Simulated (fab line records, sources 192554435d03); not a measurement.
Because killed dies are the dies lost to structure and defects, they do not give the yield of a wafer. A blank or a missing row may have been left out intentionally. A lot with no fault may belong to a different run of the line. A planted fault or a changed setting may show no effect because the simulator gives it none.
Chamber matching	flow n5_finfet	3 sister chambers for N5_BEOL_M2_CO_CAP_55 on cvd_co-01
The step material Co, precursor CCTBA/H2, target thk 2 nm, time 102.1 s. 6 wafers are shown with their chamber, then 12 later ones without.

== WAFERS, EACH WITH ITS CHAMBER ==
wafer	chamber	heater_power_w (W)
L086.1	1	204
L086.2	0	242
L086.3	2	233
L085.1	2	229
L085.4	0	244
L085.6	1	202

== WAFERS WITHOUT THEIR CHAMBER ==
wafer	heater_power_w (W)
L090.1	231
L090.2	207
L090.6	240
L089.2	205
L089.3	228
L089.6	240
L093.1	209
L093.5	235
L093.6	239
L094.2	233
L094.3	206
L094.5	235

== CHAMBER TAKEN BY EACH ==
wafer	from the rows above	in truth
L090.1	2	2
L090.2	1	1
L090.6	0	0
L089.2	1	1
L089.3	2	2
L089.6	0	0
L093.1	1	1
L093.5	2	2
L093.6	0	0
L094.2	2	2
L094.3	1	1
L094.5	2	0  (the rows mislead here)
Correctly placed: 11 of 12. Can't be placed from these rows: 0. 1 placed wrongly.
How it was worked out, from the rows above alone: a wafer's distance from a chamber is the root of the sum, over the readings, of the square of ((its reading less the chamber's mean) divided by the reading's scatter). The wafer belongs to the nearest chamber; if the next one is less than 2 further off, it can't be placed. The mean given for a chamber averages the wafers shown for that chamber. The scatter: take each reading less its chamber's mean, square it, sum over the shown wafers, divide by the number of wafers less the number of chambers, and take the root.
